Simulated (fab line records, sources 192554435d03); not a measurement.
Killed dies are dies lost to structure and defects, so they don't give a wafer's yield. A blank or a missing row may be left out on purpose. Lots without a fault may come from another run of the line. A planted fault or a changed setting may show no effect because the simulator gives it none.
Which tool did it? | flow n5_finfet | 12 lots, 33 wafers sampled, at 4 steps of a route of 1938

WHAT THE GAUGES READ, wafer by wafer
N5_PMOS_HMC_CHANNEL_EPI_OVL_MEAS_10.
lot  | measured    | on         | PMOS_HMC_BLK_OVL (nm)
L417 | day 1 17:07 | overlay-02 | -2.6 -2.1
L418 | day 1 23:15 | overlay-01 | -1.1 -1.0 -2.2
L420 | day 2 11:52 | overlay-02 | 0.2 0.6 0.0
L424 | day 3 11:12 | overlay-01 | 0.5 -1.2 1.5
L425 | day 3 17:00 | overlay-02 | 0.2 0.1
L432 | day 5 11:31 | overlay-02 | -0.4 -1.5 0.0
L434 | day 5 23:13 | overlay-01 | 0.6 0.1 0.7
L435 | day 6 05:49 | overlay-02 | -1.8 -1.1
L437 | day 6 17:29 | overlay-01 | 0.3 -0.7 -0.8
L438 | day 7 00:00 | overlay-02 | -0.5 -1.2 0.3
L439 | day 7 05:25 | overlay-01 | 0.2 -0.1 -0.9
L440 | day 7 11:02 | overlay-02 | 0.3 0.4 -0.5

N5_FIN_SAQP_THK_MEAS_05.
lot  | measured    | on            | thk_nm (nm)
L417 | day 1 22:44 | film_metro-02 | 37.8 38.7
L418 | day 2 03:11 | film_metro-02 | 37.7 38.6 37.5
L420 | day 2 17:17 | film_metro-02 | 37.5 37.8 38.4
L424 | day 3 14:44 | film_metro-01 | 37.6 38.2 39.3
L425 | day 3 21:17 | film_metro-02 | 37.8 38.6
L432 | day 5 15:23 | film_metro-01 | 37.6 38.1 38.2
L434 | day 6 02:41 | film_metro-01 | 38.2 38.1 39.0
L435 | day 6 09:38 | film_metro-01 | 38.2 38.0
L437 | day 6 21:26 | film_metro-02 | 37.1 38.1 39.0
L438 | day 7 03:32 | film_metro-01 | 37.5 37.8 38.9
L439 | day 7 09:23 | film_metro-01 | 37.0 38.0 37.7
L440 | day 7 14:29 | film_metro-01 | 37.6 37.9 37.9

N5_FIN_SAQP_CD_MEAS_16: target cd 35.6 nm.
lot  | measured    | on        | cd_nm (nm)
L417 | day 1 23:18 | cd_sem-01 | 35.96 36.18
L418 | day 2 03:55 | cd_sem-02 | 35.62 36.19 35.70
L420 | day 2 18:02 | cd_sem-02 | 35.36 35.04 35.51
L424 | day 3 15:26 | cd_sem-01 | 35.34 35.16 35.52
L425 | day 3 21:59 | cd_sem-01 | 35.89 36.19
L432 | day 5 15:58 | cd_sem-03 | 35.96 35.26 35.72
L434 | day 6 03:16 | cd_sem-02 | 35.48 35.62 35.41
L435 | day 6 10:19 | cd_sem-02 | 35.55 35.55
L437 | day 6 21:59 | cd_sem-01 | 35.96 35.80 35.72
L438 | day 7 04:13 | cd_sem-03 | 35.45 35.30 35.48
L439 | day 7 10:05 | cd_sem-01 | 35.75 35.50 35.91
L440 | day 7 15:03 | cd_sem-03 | 35.50 35.90 35.47

WHICH TOOL RAN EACH LOT (tool, then ch and the chambers of the sampled wafers, then the start)
lot  | N5_FIN_SAQP_PECVD_47
L417 | pecvd-01 ch 0,2, day 1 22:46
L418 | pecvd-02 ch 0,1,2, day 2 03:14
L420 | pecvd-03 ch 0,1, day 2 17:19
L424 | pecvd-03 ch 1,2, day 3 14:46
L425 | pecvd-03 ch 1,2, day 3 21:20
L432 | pecvd-02 ch 0,2, day 5 15:26
L434 | pecvd-03 ch 0,1,2, day 6 02:44
L435 | pecvd-01 ch 0,2, day 6 09:40
L437 | pecvd-01 ch 0,1, day 6 21:28
L438 | pecvd-03 ch 0,2, day 7 03:34
L439 | pecvd-03 ch 0,1,2, day 7 09:25
L440 | pecvd-03 ch 1,2, day 7 14:31
- N5_FIN_SAQP_PECVD_47: deposits a-Si from SiH4/He, target thk 45 nm, time 36.3 s.

WHAT THE TOOLS THEMSELVES READ (means of the sampled wafers that have a number; where no wafer has one, the mark that the record gives instead)
N5_FIN_SAQP_PECVD_47.
lot  | tool     | heater_power_outer_w (W) | heater_power_w (W) | rf_fwd_power_W (W) | run_length_s (s) | showerhead_plenum_p_Torr (Torr) | showerhead_vpp_V (V) | throttle_valve_pct (%)
L417 | pecvd-01 | 534                      | 853                | 99.4               | 72.4             | 5.73                            | 580                  | 17.2
L418 | pecvd-02 | 509                      | 781                | 99.0               | 72.6             | 5.62                            | 635                  | 17.8
L420 | pecvd-03 | 490                      | 832                | 99.2               | 72.8             | 5.72                            | 600                  | 17.3
L424 | pecvd-03 | 517                      | 839                | 98.8               | 67.5             | 5.76                            | 642                  | 17.2
L425 | pecvd-03 | 508                      | 813                | 99.2               | 69.1             | 5.73                            | 634                  | 17.4
L432 | pecvd-02 | 607                      | 898                | 98.6               | 72.6             | 5.61                            | 614                  | 17.9
L434 | pecvd-03 | 554                      | 902                | 99.2               | 72.8             | 5.75                            | 616                  | 17.4
L435 | pecvd-01 | 512                      | 828                | 99.2               | 72.7             | 5.71                            | 582                  | 17.6
L437 | pecvd-01 | 575                      | 915                | 98.8               | 72.1             | 5.70                            | 621                  | 19.8
L438 | pecvd-03 | 509                      | 847                | 98.7               | 73.1             | 5.76                            | 642                  | 17.2
L439 | pecvd-03 | 520                      | 860                | 98.9               | 72.7             | 5.74                            | 621                  | 17.4
L440 | pecvd-03 | 513                      | 832                | 99.4               | 73.0             | 5.75                            | 638                  | 17.5

THE ANSWER, worked out from the rows above alone
Rule: what is usual is taken from the lots themselves. Put in order of their means at a reading, lots are off if they are a third of the lots or fewer, leave a main group of 4 or more, and stand apart from it by a gap of 3 or more times the standard deviation of the main group's means; of several such gaps the widest counts. A main group whose means are all the same, to the digits that the tables above print for the reading, isn't used. A lot without any number at a reading at which 4 lots or more have one is off too. The other lots that the step has rows for count as sound. The gauges are gone through in route order, then the tools' own readings, and for those a lot's mean is taken as printed above. The first step at which some lot is off is used, and at that step the reading that is off furthest; a lot without a number counts as furthest.
Off: L424, L425, at N5_FIN_SAQP_PECVD_47 (run_length_s). The main group: mean 72.7 s, standard deviation 0.27.
A tool fits if, at that step or a process step before it, it ran every lot that is off, and no sound lot after the first of them. None of those tried fits.

WHAT THE SIMULATOR HAD PUT IN
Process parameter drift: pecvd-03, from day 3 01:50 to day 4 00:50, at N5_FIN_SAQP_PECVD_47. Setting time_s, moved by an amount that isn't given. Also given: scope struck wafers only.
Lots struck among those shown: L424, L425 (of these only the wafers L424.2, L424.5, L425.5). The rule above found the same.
